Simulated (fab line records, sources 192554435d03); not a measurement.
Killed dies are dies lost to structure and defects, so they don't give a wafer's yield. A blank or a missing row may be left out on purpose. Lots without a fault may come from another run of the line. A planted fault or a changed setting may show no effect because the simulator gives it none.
Split-lot experiment | flow n5_finfet | 7 lots, 21 wafers read, on a route of 1938 steps

THE SPLIT
At N5_MIM_BOT_LITHO_EXPOSE_05 (exposes mask MIM BOT), the setting dose_mj was moved away from the recipe's 24.25 on 8 of the 21 wafers read, by -3.5% to +5.5%. The other wafers ran this setting at the recipe's value.

FROM THE SPLIT TO THE READING: what the file shows between them, 3 steps
- N5_MIM_BOT_LITHO_PEB_06 (also split here: peb_time_s)
- N5_MIM_BOT_LITHO_DEVELOP_07: develop time 60 s
- N5_MIM_BOT_LITHO_HARDBAKE_09: time 120 s

THE READING
cd_nm, in nm, at N5_MIM_BOT_LITHO_CD_MEAS_08 (target cd 3000 nm). Fault-free wafers of this fab line usually give 3000.6 nm, standard deviation 1.6 nm.

wafer  | tool, chamber at the split | dose_mj as run | against the recipe | cd_nm, nm | against lot-mates on the recipe
L076.2 | krf_scanner-02, 0          | 24.25          | recipe             | 3000.1    | -
L076.3 | krf_scanner-02, 0          | 24.25          | recipe             | 2998.7    | -
L076.4 | krf_scanner-02, 0          | 24.25          | recipe             | 2996.8    | -
L078.2 | krf_scanner-01, 0          | 24.25          | recipe             | 3000.7    | -
L078.3 | krf_scanner-01, 0          | 24.25          | recipe             | 3001.4    | -
L078.5 | krf_scanner-01, 0          | 24.25          | recipe             | 3002.4    | -
L080.1 | krf_scanner-02, 0          | 24.25          | recipe             | 3004.0    | -
L080.2 | krf_scanner-02, 0          | 23.42          | -3.4%              | 2995.4    | -7.3
L080.3 | krf_scanner-02, 0          | 24.25          | recipe             | 3001.4    | -
L083.1 | krf_scanner-01, 0          | 24.25          | recipe             | 3001.2    | -
L083.3 | krf_scanner-01, 0          | 24.25          | recipe             | 3000.3    | -
L083.6 | krf_scanner-01, 0          | 24.25          | recipe             | 3000.4    | -
L084.2 | krf_scanner-01, 0          | 25.59          | +5.5%              | 3010.5    | no lot-mate on the recipe
L084.3 | krf_scanner-01, 0          | 25.59          | +5.5%              | 3013.1    | no lot-mate on the recipe
L084.4 | krf_scanner-01, 0          | 25.59          | +5.5%              | 3007.3    | no lot-mate on the recipe
L086.2 | krf_scanner-01, 0          | 23.41          | -3.5%              | 2995.2    | -7.0
L086.4 | krf_scanner-01, 0          | 24.25          | recipe             | 3002.2    | -
L086.6 | krf_scanner-01, 0          | 23.41          | -3.5%              | 2996.3    | -5.9
L097.3 | krf_scanner-02, 0          | 25             | +3.1%              | 3000.3    | +5.8
L097.5 | krf_scanner-02, 0          | 24.25          | recipe             | 2994.5    | -
L097.6 | krf_scanner-02, 0          | 25             | +3.1%              | 3000.6    | +6.1

THE FIT
A straight line over all 21 wafers: cd_nm changes by +1.48 nm for each +1% of dose_mj; r = +0.83; the points scatter about the line by 2.7 nm.
The same after taking each lot's own level away (the mean of its wafers on the recipe; 18 wafers): +1.94 nm for each +1%; r = +0.97; scatter 0.87 nm.
On that fit, the largest move of dose_mj shifts the reading by 11 nm.
The lots' own levels span 2994.50 to 3002.70 nm, that is 5.1 times the standard deviation above.
So the lot-to-lot level changes the slope: the two fits differ.
Check: with one of the wafers moved furthest among these (-3.5%) left out of the fit, the line predicts -6.65 nm for it against its lot-mates. It came out at -7 nm against them.

OTHER SPLITS ON THESE WAFERS
These wafers also went through other splits before the reading. Each is held against what the fit with the lots' levels taken away leaves over:
other split on the same wafers     | wafers away from the commonest value | r with cd_nm (lot level and that fit taken away)
N5_BEOL_M14_ETCH_68 time_s         | 7                                    | -0.14
N5_BEOL_M14_SPUTTER_43 power_w     | 6                                    | -0.34
N5_MIM_BOT_LITHO_PEB_06 peb_time_s | as run: not given for these wafers   | -

THE FILE'S OWN FIT
cd_nm changes by +1.97 nm for each +1% of dose_mj, r = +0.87.
